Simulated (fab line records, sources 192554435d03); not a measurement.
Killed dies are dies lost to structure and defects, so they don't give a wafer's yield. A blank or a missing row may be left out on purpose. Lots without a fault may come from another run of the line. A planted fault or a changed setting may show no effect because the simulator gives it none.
A struck lot beside a sound one | flow n5_finfet | 16 steps out of a route of 1938
Sound: wafers L464.3, L464.4, L464.6. Struck: wafers L478.2, L478.3, L478.6. The cause comes at the end.
At each step with rows: each side's tool, then ch and its chambers, then its first start. Under that, the readings that differ: sound wafers | struck wafers | difference of the means | sigmas: that difference in standard deviations of wafers without a fault.
alike: readings whose means differ by less than 2 such deviations, and words and numbers that are the same on both sides. not compared: withheld readings, readings that some wafer has no value for, bounds like >300 that may hide the same value, and numbers for which the record gives no deviation and whose values overlap.
The two part at a step that has a row with sigmas, a row that says differs or no value, or rows on one side only. Numbers that don't overlap but have no deviation are shown without sigmas and don't part them. A reading that every wafer of one side lacks parts them only if that side has two wafers or more.

first, 3 steps without rows for these wafers: N5_BEOL_M1_SURFACE_TREAT_85; N5_BEOL_M1_CVD_47 (deposits Co from CCTBA/H2, target thk 3 nm, time 223.8 s); N5_BEOL_M1_SPUTTER_48 (material Cu, target thk 4.5 nm, time 8.29 s).
N5_BEOL_M1_ANNEAL_49: time 240 s.
  sound on pvd_sputter-01, day 6 16:49; struck on pvd_sputter-01, day 10 05:57
  alike: heater_power_w
N5_BEOL_M1_SPUTTER_79: material Cu, target thk 4.5 nm, time 8.29 s.
  sound on pvd_sputter-01, day 6 16:57; struck on pvd_sputter-01, day 10 06:05
  alike: chamber_pressure_pa, throttle_valve_pct
N5_BEOL_M1_ANNEAL_80: time 240 s.
  sound on pvd_sputter-01, day 6 17:02; struck on pvd_sputter-01, day 10 06:10
  alike: heater_power_w
N5_BEOL_M1_SPUTTER_81: material Cu, target thk 4.5 nm, time 8.29 s.
  sound on pvd_sputter-01, day 6 17:10; struck on pvd_sputter-01, day 10 06:19
  alike: chamber_pressure_pa, throttle_valve_pct
then, 1 step without rows for these wafers: N5_BEOL_M1_ANNEAL_82 (time 240 s).
N5_BEOL_M1_SPUTTER_86: material Cu, target thk 4.5 nm, time 8.29 s.
  sound on pvd_sputter-01, day 6 17:23; struck on pvd_sputter-01, day 10 06:32
  alike: chamber_pressure_pa, throttle_valve_pct
then, 3 steps without rows for these wafers: N5_BEOL_M1_ANNEAL_87 (time 240 s); N5_BEOL_M1_SPUTTER_88 (material Cu, target thk 4.5 nm, time 8.29 s); N5_BEOL_M1_ANNEAL_89 (time 240 s).
N5_BEOL_M1_SPUTTER_90: material Cu, target thk 4.5 nm, time 8.29 s.
  sound on pvd_sputter-01, day 6 17:50; struck on pvd_sputter-01, day 10 06:58
  reading                  | sound                   | struck                 | difference | sigmas
  chamber_pressure_pa (Pa) | 0.07003 0.07005 0.06995 | 0.07561 0.07556 0.0757 | +0.00561   | +40
  alike: throttle_valve_pct
then, 1 step without rows for these wafers: N5_BEOL_M1_ANNEAL_91 (time 240 s).
N5_BEOL_M4_RC_MEAS_101:
  sound on prober-01 ch 0, day 8 08:17; struck on prober-02 ch 0, day 11 16:46
  alike: DIBL_N, DIBL_P, IOFF_N, IOFF_P, ION_N, ION_P, SS_N, SS_P, VT_N, VT_P
-- the record jumps here: 5 days lie between the struck wafers' starts before and after (it left off in module BEOL_M4 and takes up again in module PASSIVATION, whose first step shown is number 1936 of the route) --
N5_PASSIVATION_PROBE_49:
  sound on prober-02, day 12 12:23; struck on prober-02, day 16 12:02
  alike: defect_limited_yield, killed_at_M0_to_M3, killed_at_M4_up, killed_at_contacts, killed_at_front_end, killed_at_other, killed_dies, killed_open, killed_short, sort_bin_5_function, sort_bin_6_memory, sort_n_pass, sort_yield_pct

WHERE THEY PART
Only at N5_BEOL_M1_SPUTTER_90, within this record. Later steps at which nothing parts them and some readings are alike: N5_BEOL_M4_RC_MEAS_101, N5_PASSIVATION_PROBE_49.

WHY: what the simulator had put in
Process parameter drift: pvd_sputter-01, from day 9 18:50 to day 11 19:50, at N5_BEOL_M1_SPUTTER_90. Setting chamber_pressure_pa, moved by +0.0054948, from 0.07. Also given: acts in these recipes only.
